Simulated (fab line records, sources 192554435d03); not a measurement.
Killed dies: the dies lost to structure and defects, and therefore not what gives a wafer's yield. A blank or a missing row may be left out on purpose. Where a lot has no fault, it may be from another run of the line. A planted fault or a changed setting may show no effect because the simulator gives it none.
Split-lot experiment    flow n5 finfet    21 wafers read from 7 lots, route of 1938 steps

## ON THE SPLIT
At N5_ZERO_LAYER_PECVD_02 (deposits SiO2 from SiH4/N2O, target thk 10 nm, time 6 s), the setting time s was moved away from the recipe's 6 s on 5 of the 21 wafers read, by -14.1% to +10.8%. For the rest of the wafers, this setting stayed at what the recipe calls for.

The split's own step is where the reading is taken.

## THE READING
SiO2_of_ZERO_LAYER_PECVD_02.thk nm (the simulator's own value, which no gauge read), in nm, at N5_ZERO_LAYER_PECVD_02 (deposits SiO2 from SiH4/N2O, target thk 10 nm, time 6 s). There is no usual value for it anywhere in the file. Average 9.985 nm, standard deviation 0.18 nm, over the 16 wafers here run with the recipe.

wafer   tool, chamber at the split  time s as run, s  against the recipe  SiO2_of_ZERO_LAYER_PECVD_02.thk nm, nm  against lot-mates on the recipe
L075.1  pecvd-03, 2                 6                 recipe              9.897                                   -
L075.2  pecvd-03, 1                 6                 recipe              10.15                                   -
L075.6  pecvd-03, 1                 6                 recipe              10.23                                   -
L076.1  pecvd-01, 1                 6                 recipe              10.32                                   -
L076.3  pecvd-01, 0                 6                 recipe              10.23                                   -
L076.5  pecvd-01, 2                 5.214             -13.1%              9.006                                   -1.269
L080.2  pecvd-04, 0                 6                 recipe              9.662                                   -
L080.3  pecvd-04, 0                 6                 recipe              9.956                                   -
L080.4  pecvd-04, 1                 6                 recipe              9.826                                   -
L083.3  pecvd-04, 2                 6.65              +10.8%              10.86                                   +0.829
L083.4  pecvd-04, 1                 6                 recipe              9.943                                   -
L083.5  pecvd-04, 0                 6                 recipe              10.12                                   -
L084.1  pecvd-04, 1                 5.153             -14.1%              8.496                                   -1.544
L084.2  pecvd-04, 0                 5.153             -14.1%              8.476                                   -1.564
L084.5  pecvd-04, 0                 6                 recipe              10.04                                   -
L092.3  pecvd-04, 1                 6                 recipe              9.814                                   -
L092.4  pecvd-04, 1                 6                 recipe              9.808                                   -
L092.5  pecvd-04, 0                 6                 recipe              9.76                                    -
L094.1  pecvd-03, 2                 6                 recipe              9.926                                   -
L094.4  pecvd-03, 0                 6.414             +6.9%               10.79                                   +0.792
L094.5  pecvd-03, 1                 6                 recipe              10.07                                   -

THE FIT
A straight line over all 21 wafers: SiO2_of_ZERO_LAYER_PECVD_02.thk nm changes by +0.0954 nm for each +1% of time s; r = +0.95; the points scatter about the line by 0.19 nm.
The same after taking each lot's own level away (the mean of its wafers on the recipe; 21 wafers): +0.101 nm for each +1%; r = +0.98; scatter 0.11 nm.
That fit puts the effect of the largest move of time s on the reading at 1.4 nm.
Measured against the standard deviation above, the lots' own levels, which go from 9.7940 to 10.2750 nm, span 2.6 times it.
Hence the lot-to-lot level has little effect on the slope; both slopes agree.
Check: with one of the wafers moved furthest among these (-14.1%) left out of the fit, the line predicts -1.41 nm for it against its lot-mates. Against them it came out at -1.54 nm.

## FILE'S OWN FIT
SiO2_of_ZERO_LAYER_PECVD_02.thk nm changes by +0.0987 nm for each +1% of time s, r = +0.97.
